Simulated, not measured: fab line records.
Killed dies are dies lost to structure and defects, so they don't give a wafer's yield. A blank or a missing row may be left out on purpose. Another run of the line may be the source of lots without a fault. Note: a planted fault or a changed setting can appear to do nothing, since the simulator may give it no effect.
Which tool did it? + flow n5Finfet + 28 wafers from 10 lots sampled at 5 of the route's 1938 steps

WHAT EACH GAUGE READ, for each wafer
N5_ZERO_LAYER_INSPECT_20: inspects for defects (darkfield).
| lot  | measured    | on               | rawDefectCount |
|------|-------------|------------------|----------------|
| L779 | day 1 19:38 | defectInspect-02 | 22 13 32       |
| L781 | day 2 07:17 | defectInspect-02 | 39 25 34       |
| L785 | day 3 07:15 | defectInspect-02 | 33 28 30       |
| L786 | day 3 13:23 | defectInspect-01 | 47 50          |
| L790 | day 4 13:31 | defectInspect-01 | 75 101 28      |
| L791 | day 4 19:15 | defectInspect-01 | 30 76 38       |
| L792 | day 5 01:29 | defectInspect-01 | 34 54 49       |
| L796 | day 6 01:36 | defectInspect-02 | 49 45          |
| L798 | day 6 13:25 | defectInspect-01 | 59 23 28       |
| L801 | day 7 07:15 | defectInspect-02 | 38 33 16       |

N5_BEOL_M4_RC_MEAS_101.
| lot  | measured     | on        | DIBL_N (mV/V)  | DIBL_P (mV/V)  | IOFF_N (nA/um) | IOFF_P (nA/um) | ION_N (uA/um) | ION_P (uA/um) | RS_PWELL (ohm/sq) | SS_N (mV/dec)  | SS_P (mV/dec)  | VT_N (mV)   | VT_P (mV)      |
|------|--------------|-----------|----------------|----------------|----------------|----------------|---------------|---------------|-------------------|----------------|----------------|-------------|----------------|
| L779 | day 8 06:00  | prober-02 | 39.4 36.0 39.1 | 40.9 36.5 40.4 | 0.23 0.15 0.22 | 0.26 0.19 0.26 | 693 689 707   | 469 470 475   | 2975 2992 2977    | 72.7 71.2 72.4 | 73.6 72.8 74.9 | 245 248 247 | -249 -252 -249 |
| L781 | day 9 00:01  | prober-02 | 35.3 31.4 32.5 | 37.2 32.2 32.9 | 0.12 0.08 0.08 | 0.16 0.11 0.11 | 675 637 631   | 453 439 434   | 3048 3034 3058    | 71.4 69.7 70.5 | 73.3 71.6 72.3 | 253 260 261 | -258 -262 -262 |
| L785 | day 9 22:31  | prober-01 | 35.6 33.7 35.2 | 35.5 34.3 35.2 | 0.15 0.15 0.16 | 0.21 0.19 0.21 | 667 670 677   | 464 457 461   | 3053 3024 3043    | 71.7 70.9 71.2 | 73.1 72.5 73.4 | 250 249 246 | -248 -248 -249 |
| L786 | day 9 22:42  | prober-02 | 35.3 35.2      | 35.3 34.5      | 0.12 0.12      | 0.18 0.16      | 657 653       | 461 458       | 3004 3020         | 71.7 71.4      | 73.2 73.0      | 255 254     | -255 -257      |
| L790 | day 11 06:01 | prober-01 | 36.2 38.2 35.7 | 35.9 37.9 34.8 | 0.16 0.21 0.16 | 0.22 0.26 0.21 | 669 703 683   | 471 478 461   | 2555 2523 2572    | 71.7 71.6 71.2 | 73.3 73.4 72.6 | 251 245 249 | -246 -245 -251 |
| L791 | day 11 12:25 | prober-01 | 36.8 37.1 34.5 | 38.0 37.9 34.3 | 0.18 0.18 0.13 | 0.25 0.26 0.20 | 691 684 663   | 474 473 459   | 2494 2512 2520    | 71.4 71.4 70.8 | 74.8 73.8 73.7 | 247 249 249 | -247 -247 -251 |
| L792 | day 11 12:26 | prober-02 | 37.0 34.1 35.9 | 37.2 33.6 35.8 | 0.17 0.12 0.15 | 0.24 0.17 0.21 | 695 655 687   | 474 457 474   | 2494 2509 2530    | 71.3 70.9 70.9 | 72.7 72.2 73.0 | 247 253 252 | -248 -253 -252 |
| L796 | day 12 20:33 | prober-02 | 40.0 42.3      | 41.2 42.9      | 0.21 0.26      | 0.27 0.31      | 683 692       | 461 468       | 2959 2960         | 72.2 73.1      | 74.7 75.0      | 249 243     | -249 -245      |
| L798 | day 12 23:37 | prober-02 | 36.1 34.5 33.7 | 38.5 35.5 33.6 | 0.17 0.14 0.12 | 0.24 0.20 0.17 | 673 666 662   | 474 462 456   | 3036 2999 3035    | 71.7 72.0 71.0 | 74.1 73.4 72.7 | 250 250 252 | -250 -251 -255 |
| L801 | day 13 18:54 | prober-02 | 37.6 35.1 38.3 | 36.7 33.4 38.3 | 0.17 0.13 0.19 | 0.24 0.19 0.27 | 673 661 701   | 467 461 481   | 2940 2959 2946    | 71.1 70.7 71.2 | 74.5 72.1 73.5 | 249 252 247 | -247 -249 -243 |

EACH LOT AND THE TOOL THAT RAN IT (in order: tool; ch and the chambers of the sampled wafers; start)
| lot  | N5_ZERO_LAYER_ETCH_18          | N5_WELL_APT_DESCUM_13            | N5_WELL_APT_IMPLANT_31         |
|------|--------------------------------|----------------------------------|--------------------------------|
| L779 | rieSi-03 ch 0,1, day 1 19:10   | rieDiel-04 ch 0,2,3, day 1 20:19 | implanter-01 ch 0, day 1 21:43 |
| L781 | rieSi-03 ch 0,2,3, day 2 06:49 | rieDiel-04 ch 0,1,3, day 2 07:47 | implanter-02 ch 0, day 2 09:02 |
| L785 | rieSi-01 ch 1,2,3, day 3 06:47 | rieDiel-04 ch 2,3, day 3 07:46   | implanter-01 ch 0, day 3 09:04 |
| L786 | rieSi-06 ch 1,3, day 3 12:55   | rieDiel-04 ch 0,3, day 3 14:02   | implanter-01 ch 0, day 3 15:28 |
| L790 | rieSi-01 ch 1,2,3, day 4 13:03 | rieDiel-04 ch 1,3, day 4 13:55   | implanter-01 ch 0, day 4 15:23 |
| L791 | rieSi-03 ch 0,2,3, day 4 18:47 | rieDiel-05 ch 1,2,3, day 4 19:39 | implanter-01 ch 0, day 4 21:10 |
| L792 | rieSi-03 ch 0,1, day 5 01:01   | rieDiel-01 ch 0,3, day 5 01:53   | implanter-01 ch 0, day 5 03:28 |
| L796 | rieSi-03 ch 2,3, day 6 01:08   | rieDiel-01 ch 0, day 6 02:07     | implanter-02 ch 0, day 6 03:31 |
| L798 | rieSi-03 ch 2,3, day 6 12:56   | rieDiel-05 ch 0,1, day 6 14:29   | implanter-02 ch 0, day 6 15:50 |
| L801 | rieSi-03 ch 0,1,2, day 7 06:47 | rieDiel-04 ch 1,2, day 7 07:50   | implanter-02 ch 0, day 7 09:14 |
- N5_ZERO_LAYER_ETCH_18: etches Si in HBr/Cl2, target depth 120 nm, time 40 s.
- N5_WELL_APT_DESCUM_13: chemistry O2, time 7.9 s.
- N5_WELL_APT_IMPLANT_31

AS READ BY THE TOOLS THEMSELVES (means over the sampled wafers that have a number; for cases with no such wafer, the mark the record gives instead)
N5_ZERO_LAYER_ETCH_18.
| lot  | tool     | drypumpMotorCurrentA (A) | oesProductAu (a.u.) | throttleValvePct (%) |
|------|----------|--------------------------|---------------------|----------------------|
| L779 | rieSi-03 | 5.0                      | 1.004               | 36.7                 |
| L781 | rieSi-03 | 5.8                      | 1.008               | 36.5                 |
| L785 | rieSi-01 | 6.0                      | 1.000               | 36.3                 |
| L786 | rieSi-06 | 5.6                      | 0.993               | 36.2                 |
| L790 | rieSi-01 | 6.0                      | 0.998               | 36.3                 |
| L791 | rieSi-03 | 5.8                      | 1.010               | 36.5                 |
| L792 | rieSi-03 | 5.0                      | 1.001               | 36.7                 |
| L796 | rieSi-03 | 6.1                      | 0.996               | 36.5                 |
| L798 | rieSi-03 | 5.9                      | 1.009               | 36.5                 |
| L801 | rieSi-03 | 5.2                      | 1.002               | 36.7                 |

N5_WELL_APT_DESCUM_13.
| lot  | tool       | drypumpMotorCurrentA (A) | oesProductAu (a.u.) | rfVppV (V) | showerheadPlenumPTorr (Torr) | throttleValvePct (%) |
|------|------------|--------------------------|---------------------|------------|------------------------------|----------------------|
| L779 | rieDiel-04 | 5.6                      | 0.72                | 244.6      | 2.16                         | 20.44                |
| L781 | rieDiel-04 | 5.6                      | 0.71                | 243.9      | 2.10                         | 20.33                |
| L785 | rieDiel-04 | 5.3                      | 0.70                | 243.5      | 2.16                         | 20.45                |
| L786 | rieDiel-04 | 5.5                      | 0.69                | 243.9      | 2.16                         | 20.40                |
| L790 | rieDiel-04 | 5.4                      | 0.70                | 242.8      | 2.03                         | 20.32                |
| L791 | rieDiel-05 | 5.4                      | 0.79                | 242.7      | 2.05                         | 20.48                |
| L792 | rieDiel-01 | 6.0                      | 0.82                | 243.9      | 2.14                         | 20.45                |
| L796 | rieDiel-01 | 6.0                      | 0.97                | 242.0      | 2.03                         | 19.99                |
| L798 | rieDiel-05 | 5.4                      | 0.78                | 242.7      | 2.02                         | 20.24                |
| L801 | rieDiel-04 | 5.7                      | 0.70                | 243.4      | 2.07                         | 20.51                |

N5_WELL_APT_IMPLANT_31.
| lot  | tool         | beamOnS (s) | doseIonsCm2 | faradayCurrentUA |
|------|--------------|-------------|-------------|------------------|
| L779 | implanter-01 | 10.10       | 1.5e+13     | 189              |
| L781 | implanter-02 | 10.01       | 1.5e+13     | 190              |
| L785 | implanter-01 | 10.06       | 1.5e+13     | 189              |
| L786 | implanter-01 | 9.93        | 1.5e+13     | 192              |
| L790 | implanter-01 | 10.06       | 2.0e+13     | 251              |
| L791 | implanter-01 | 9.77        | 2.0e+13     | 258              |
| L792 | implanter-01 | 10.14       | 2.0e+13     | 249              |
| L796 | implanter-02 | 10.03       | 1.5e+13     | 190              |
| L798 | implanter-02 | 9.79        | 1.5e+13     | 194              |
| L801 | implanter-02 | 10.14       | 1.5e+13     | 188              |

THE ANSWER, worked out from the rows above alone
Rule: what is usual is taken from the lots themselves. The widest of any qualifying gaps counts: lots, ordered by their means at a reading, are off when they make up no more than a third of the lots, leave a main group of 4 or more, and stand apart from it by 3 or more times the standard deviation of that group's means. If all means in a main group match to the digits the tables above print for the reading, that group is not used. A lot without any number at a reading at which 4 lots or more have one is off too. Any other lot the step has rows for is counted as sound. First the gauges in route order, then the tools' own readings, where a lot's mean is used as printed above. The first step at which some lot is off is used, and at that step the reading that is off furthest; a lot without a number counts as furthest.
Off: L790, L791, L792, seen at N5_BEOL_M4_RC_MEAS_101 (RS_PWELL). The main group has a mean of 3002 ohm/sq with a standard deviation of 36.
A tool fits if, at a process step before that reading, it ran every lot that is off, and no sound lot after the first of them. The gauges at N5_BEOL_M4_RC_MEAS_101 aren't tried: what is off there is off at N5_WELL_APT_IMPLANT_31 too, on other tools, and a gauge's error can't cause that. One fits: N5_WELL_APT_IMPLANT_31 on implanter-01. A fault onset in the window from L786 (day 3 15:28, its last sound lot) to L790 (day 4 15:23, its first lot off) fits.
The tool's own readings at N5_WELL_APT_IMPLANT_31 bear it out: on the lots that are off they differ by more than 5 times the standard deviation of the sound lots' means. doseIonsCm2 reads 2.0e+13 there against 1.5e+13 on the sound lots; faradayCurrentUA reads 253 there against 190 on the sound lots.

WHAT THE SIMULATOR HAD INSERTED
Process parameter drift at N5_WELL_APT_IMPLANT_31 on implanter-01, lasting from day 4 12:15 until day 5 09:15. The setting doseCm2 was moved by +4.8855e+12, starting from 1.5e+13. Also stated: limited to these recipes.
Struck lots among those shown: L790, L791, L792. This agrees with what the rule above found.
